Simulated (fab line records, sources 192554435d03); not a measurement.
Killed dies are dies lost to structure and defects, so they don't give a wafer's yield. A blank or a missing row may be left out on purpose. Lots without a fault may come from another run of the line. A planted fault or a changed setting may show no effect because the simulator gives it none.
Chamber matching | flow n5_finfet | N5_MOL_CONTACT_COAG_ALD_27 on ald_sin-01: 4 sister chambers
The step deposits SiOC, target thk 17 nm, pulse time 1.5 s, time 2720 s. 4 wafers are shown with their chamber, then 9 later ones without.

WAFERS WITH THEIR CHAMBER
wafer  | chamber | heater_power_outer_w (W)
L087.6 | 2       | 503
L089.4 | 3       | 663
L092.4 | 0       | 595
L092.6 | 1       | 510

WAFERS WITHOUT THEIR CHAMBER
wafer  | heater_power_outer_w (W)
L095.1 | 521
L095.3 | 645
L095.5 | 516
L096.1 | 642
L096.2 | 507
L096.5 | 593
L097.1 | 513
L097.2 | 597
L097.4 | 492

WHICH CHAMBER EACH WENT THROUGH
wafer  | from the rows above     | in truth
L095.1 | can't be placed: 1 or 2 | 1
L095.3 | 3                       | 3
L095.5 | can't be placed: 1 or 2 | 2
L096.1 | 3                       | 3
L096.2 | can't be placed: 1 or 2 | 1
L096.5 | 0                       | 0
L097.1 | can't be placed: 1 or 2 | 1
L097.2 | 0                       | 0
L097.4 | can't be placed: 2 or 1 | 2
Placed correctly: 4 of 9. Can't be placed from these rows: 5 (the true chamber is among the candidates in 5). Placed wrongly: 0.
How it was worked out, from the rows above alone: a wafer's distance from a chamber is the root of the sum, over the readings, of the square of ((its reading less the chamber's mean) divided by the reading's scatter). The wafer belongs to the nearest chamber; if the next one is less than 2 further off, it can't be placed. A chamber's mean is the mean of its shown wafers. The scatter: with one shown wafer a chamber, the root of the mean of the squares of how far each hidden wafer lies from its nearest shown one.
